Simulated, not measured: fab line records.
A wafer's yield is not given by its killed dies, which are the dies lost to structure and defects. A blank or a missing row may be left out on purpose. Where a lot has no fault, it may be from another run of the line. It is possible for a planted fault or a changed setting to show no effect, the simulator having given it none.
What tool caused it? | flow nand_harc | Sampling: 11 lots, 33 wafers, 6 of 1159 route steps

## WHAT THE GAUGES READ, wafer by wafer
NHARC_P_GATE_INSPECT_68. Usual: raw_defect_count reads 206 (standard deviation 92).
lot  | measured     | on                | raw_defect_count | flag
L225 | day 5 06:41  | defect_inspect-01 | 176 116 152      |
L226 | day 5 20:41  | defect_inspect-02 | 163 175 125      |
L232 | day 7 02:44  | defect_inspect-02 | 777 727 737      | OFF
L234 | day 7 14:28  | defect_inspect-02 | 570 542 614      | OFF
L238 | day 8 22:54  | defect_inspect-02 | 334 101 179      |
L241 | day 9 20:35  | defect_inspect-02 | 123 122 118      |
L244 | day 10 04:02 | defect_inspect-01 | 176 287 167      |
L242 | day 10 05:07 | defect_inspect-02 | 121 114 128      |
L245 | day 10 04:59 | defect_inspect-01 | 208 236 144      |
L247 | day 10 21:06 | defect_inspect-01 | 208 300 208      |
L246 | day 10 21:27 | defect_inspect-02 | 187 91 182       |

NHARC_P_CONTACT_CD_MEAS_12: the cd target is 90 nm. Usual: cd_nm reads 89.9 nm (standard deviation 0.52).
lot  | measured     | on        | cd_nm (nm)     | flag
L225 | day 5 08:17  | cd_sem-01 | 89.3 89.2 89.0 |
L226 | day 5 22:20  | cd_sem-03 | 90.0 89.7 89.2 |
L232 | day 7 04:21  | cd_sem-03 | 90.7 89.5 89.8 |
L234 | day 7 15:57  | cd_sem-03 | 89.7 89.3 89.3 |
L238 | day 9 00:38  | cd_sem-01 | 90.4 89.7 90.5 |
L241 | day 9 22:12  | cd_sem-01 | 91.1 90.4 90.6 |
L244 | day 10 05:40 | cd_sem-03 | 89.4 89.7 90.0 |
L242 | day 10 06:49 | cd_sem-02 | 89.5 89.2 88.9 |
L245 | day 10 06:28 | cd_sem-01 | 90.2 89.6 90.7 |
L247 | day 10 22:46 | cd_sem-01 | 90.1 89.8 89.5 |
L246 | day 10 23:15 | cd_sem-02 | 90.6 90.5 90.7 |

NHARC_END_SORT_01. Usual: killed_at_array 29, standard deviation 11; killed_at_other 0.6, standard deviation 0.92; killed_at_periphery 3.2, standard deviation 2; killed_dies 33, standard deviation 11; killed_open 3.2, standard deviation 2; killed_short 1.9, standard deviation 1.5.
lot  | measured     | on        | killed_at_array | killed_at_other | killed_at_periphery | killed_dies | killed_open | killed_short | flag
L232 | day 21 07:18 | prober-02 | 11 12 14        | 1 6 0           | 84 84 90            | 96 102 104  | 0 4 7       | 3 2 2        | OFF
L234 | day 21 13:43 | prober-02 | 12 19 9         | 0 1 0           | 73 86 35            | 85 106 44   | 2 4 0       | 4 3 3        | OFF

## WHICH TOOL RAN EACH LOT (tool, then ch and the chambers of the sampled wafers, then the start)
lot  | NHARC_P_GATE_ETCH_104              | NHARC_P_CONTACT_DESCUM_17          | NHARC_P_CONTACT_DEGAS_38
L225 | rie_diel-11 ch 0,1,2, day 4 12:17  | rie_diel-05 ch 0,1,3, day 5 08:29  | pvd_sputter-01, day 5 10:07
L226 | rie_diel-02 ch 2,3, day 5 02:10    | rie_diel-05 ch 0,2, day 5 22:32    | pvd_sputter-03, day 6 00:08
L232 | rie_diel-11 ch 1,2, day 6 08:52    | rie_diel-13 ch 0,2,3, day 7 04:34  | pvd_sputter-01, day 7 06:35
L234 | rie_diel-11 ch 0,2,3, day 6 20:02  | rie_diel-05 ch 0,1,3, day 7 16:08  | pvd_sputter-02, day 7 17:45
L238 | rie_diel-02 ch 0,3, day 8 03:49    | rie_diel-13 ch 1,2,3, day 9 00:50  | pvd_sputter-01, day 9 02:25
L241 | rie_diel-02 ch 0,1,3, day 9 02:12  | rie_diel-04 ch 0,2,3, day 9 22:23  | pvd_sputter-03, day 10 00:24
L244 | rie_diel-02 ch 0,2, day 9 09:28    | rie_diel-05 ch 0,3, day 10 05:52   | pvd_sputter-01, day 10 07:26
L242 | rie_diel-12 ch 0,2,3, day 9 09:38  | rie_diel-05 ch 0,3, day 10 06:59   | pvd_sputter-03, day 10 08:35
L245 | rie_diel-02 ch 1,3, day 9 10:13    | rie_diel-13 ch 0,2,3, day 10 06:40 | pvd_sputter-01, day 10 08:15
L247 | rie_diel-02 ch 0,1,2, day 10 02:12 | rie_diel-05 ch 1,2,3, day 10 22:57 | pvd_sputter-01, day 11 00:36
L246 | rie_diel-12 ch 1,2,3, day 10 02:22 | rie_diel-13 ch 0,1,2, day 10 23:26 | pvd_sputter-02, day 11 01:01
- NHARC_P_GATE_ETCH_104: etches the open film in CF4/CHF3, target depth 60 nm.
- NHARC_P_CONTACT_DESCUM_17: chemistry O2, time 3 s.
- NHARC_P_CONTACT_DEGAS_38: time 60 s.

## AS READ BY THE TOOLS THEMSELVES (means over the sampled wafers that have a number; for cases with no such wafer, the mark the record gives instead)
NHARC_P_GATE_ETCH_104. Usual: value, then standard deviation, for each; chamber_pressure_mTorr 24.998 mTorr / 0.023; drypump_motor_current_A 5.6 A / 0.53; mfc_ar_sccm 0.008 sccm / 0.014; oes_product_au 0.951 a.u. / 0.023; rf_vpp_V 371.1 V / 2.7; showerhead_plenum_p_Torr 1.59 Torr / 0.073; throttle_valve_pct 16.802 % / 0.0097.
lot  | tool        | chamber_pressure_mTorr (mTorr) | drypump_motor_current_A (A) | mfc_ar_sccm (sccm) | oes_product_au (a.u.) | rf_vpp_V (V) | showerhead_plenum_p_Torr (Torr) | throttle_valve_pct (%) | flag
L225 | rie_diel-11 | 25.011                         | 5.4                         | 0.011              | 0.930                 | 370.1        | 1.56                            | 16.799                 |
L226 | rie_diel-02 | 24.986                         | 5.7                         | 0.023              | 0.924                 | 371.2        | 1.59                            | 16.796                 |
L232 | rie_diel-11 | 25.024                         | 5.9                         | 0.000              | 0.971                 | 370.2        | 1.56                            | 16.800                 |
L234 | rie_diel-11 | 24.983                         | 5.2                         | 0.011              | 0.982                 | 371.5        | 1.61                            | 16.815                 |
L238 | rie_diel-02 | 25.023                         | 6.1                         | 0.011              | 0.969                 | 373.2        | 1.66                            | 16.803                 |
L241 | rie_diel-02 | 24.986                         | 5.7                         | 0.011              | 0.963                 | 372.4        | 1.64                            | 16.798                 |
L244 | rie_diel-02 | 25.011                         | 5.7                         | 0.000              | 0.967                 | 369.9        | 1.54                            | 16.799                 |
L242 | rie_diel-12 | 24.979                         | 5.8                         | 0.003              | 0.966                 | 371.1        | 1.60                            | 16.802                 |
L245 | rie_diel-02 | 24.993                         | 5.5                         | 0.023              | 0.957                 | 372.8        | 1.64                            | 16.798                 |
L247 | rie_diel-02 | 24.986                         | 5.6                         | 0.000              | 0.924                 | 371.4        | 1.59                            | 16.813                 |
L246 | rie_diel-12 | 25.008                         | 5.6                         | 0.015              | 0.978                 | 369.5        | 1.57                            | 16.802                 |

NHARC_P_CONTACT_DESCUM_17. Usual: chamber_pressure_mTorr 60.00 mTorr, standard deviation 0.054; drypump_motor_current_A 5.9 A, standard deviation 0.44; mfc_ar_sccm 0.008 sccm, standard deviation 0.011; o2_flow_sccm 200.1 sccm, standard deviation 0.57; oes_product_au 1.001 a.u., standard deviation 0.0062; rf_vpp_V 57.8 V, standard deviation 0.88; showerhead_plenum_p_Torr 1.91 Torr, standard deviation 0.091; throttle_valve_pct 11.312 %, standard deviation 0.008.
lot  | tool        | chamber_pressure_mTorr (mTorr) | drypump_motor_current_A (A) | mfc_ar_sccm (sccm) | o2_flow_sccm (sccm) | oes_product_au (a.u.) | rf_vpp_V (V) | showerhead_plenum_p_Torr (Torr) | throttle_valve_pct (%) | flag
L225 | rie_diel-05 | 60.03                          | 6.0                         | 0.003              | 200.3               | 1.005                 | 57.9         | 1.89                            | 11.305                 |
L226 | rie_diel-05 | 60.01                          | 5.9                         | 0.017              | 200.4               | 1.005                 | 57.5         | 1.90                            | 11.314                 |
L232 | rie_diel-13 | 59.99                          | 5.8                         | 0.009              | 200.0               | 1.011                 | 57.8         | 1.91                            | 11.319                 |
L234 | rie_diel-05 | 60.01                          | 6.0                         | 0.003              | 199.9               | 1.005                 | 56.7         | 1.88                            | 11.310                 |
L238 | rie_diel-13 | 60.04                          | 5.5                         | 0.001              | 200.3               | 0.997                 | 57.8         | 1.89                            | 11.308                 |
L241 | rie_diel-04 | 59.97                          | 5.3                         | 0.002              | 199.9               | 1.004                 | 57.8         | 1.89                            | 11.317                 |
L244 | rie_diel-05 | 60.08                          | 6.2                         | 0.003              | 200.2               | 1.003                 | 58.3         | 1.95                            | 11.311                 |
L242 | rie_diel-05 | 60.01                          | 6.2                         | 0.003              | 200.3               | 0.998                 | 57.5         | 1.95                            | 11.311                 |
L245 | rie_diel-13 | 60.02                          | 5.8                         | 0.009              | 200.1               | 1.001                 | 57.8         | 1.91                            | 11.309                 |
L247 | rie_diel-05 | 59.96                          | 6.2                         | 0.011              | 200.4               | 1.001                 | 57.7         | 1.90                            | 11.309                 |
L246 | rie_diel-13 | 59.99                          | 5.9                         | 0.008              | 200.1               | 0.991                 | 58.3         | 1.95                            | 11.312                 |

NHARC_P_CONTACT_DEGAS_38. Usual: heater_power_w reads 463 W (standard deviation 56).
lot  | tool           | heater_power_w (W) | flag
L225 | pvd_sputter-01 | 462                |
L226 | pvd_sputter-03 | 534                |
L232 | pvd_sputter-01 | 444                |
L234 | pvd_sputter-02 | 427                |
L238 | pvd_sputter-01 | 418                |
L241 | pvd_sputter-03 | 494                |
L244 | pvd_sputter-01 | 440                |
L242 | pvd_sputter-03 | 494                |
L245 | pvd_sputter-01 | 439                |
L247 | pvd_sputter-01 | 438                |
L246 | pvd_sputter-02 | 450                |

## THE ANSWER, worked out from the rows above alone
Rule: a lot counts as off when the mean over its wafers that have a number is more than 3 standard deviations away from the usual mean. Also off: a lot with no number at a reading for which 4 or more lots have one. Where the step has rows for the other lots, those lots are counted as sound. After the gauges, taken in route order, come the tools' own readings; for these a lot's mean is taken, as printed above. The first step at which some lot is off is used, and at that step the reading that is off furthest; a lot without a number counts as furthest.
Off at NHARC_P_GATE_INSPECT_68 (raw_defect_count): L232, L234.
A tool fits if, at a process step before that reading, it ran every lot that is off, and no sound lot after the first of them. Not tried: the gauges at NHARC_P_GATE_INSPECT_68; whatever is off there is also off at NHARC_END_SORT_01, on other tools, and gauge error can't account for it. One fits: NHARC_P_GATE_ETCH_104 on rie_diel-11. Its last sound lot is L225 (day 4 12:17), its first lot that is off L232 (day 6 08:52): a fault that began between those two fits.

## WHAT WAS PUT IN BY THE SIMULATOR
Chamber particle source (rie_diel-11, NHARC_P_GATE_ETCH_104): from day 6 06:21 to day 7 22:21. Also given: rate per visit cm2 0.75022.
Struck lots among those shown: L232, L234. The rule given above showed the same thing.
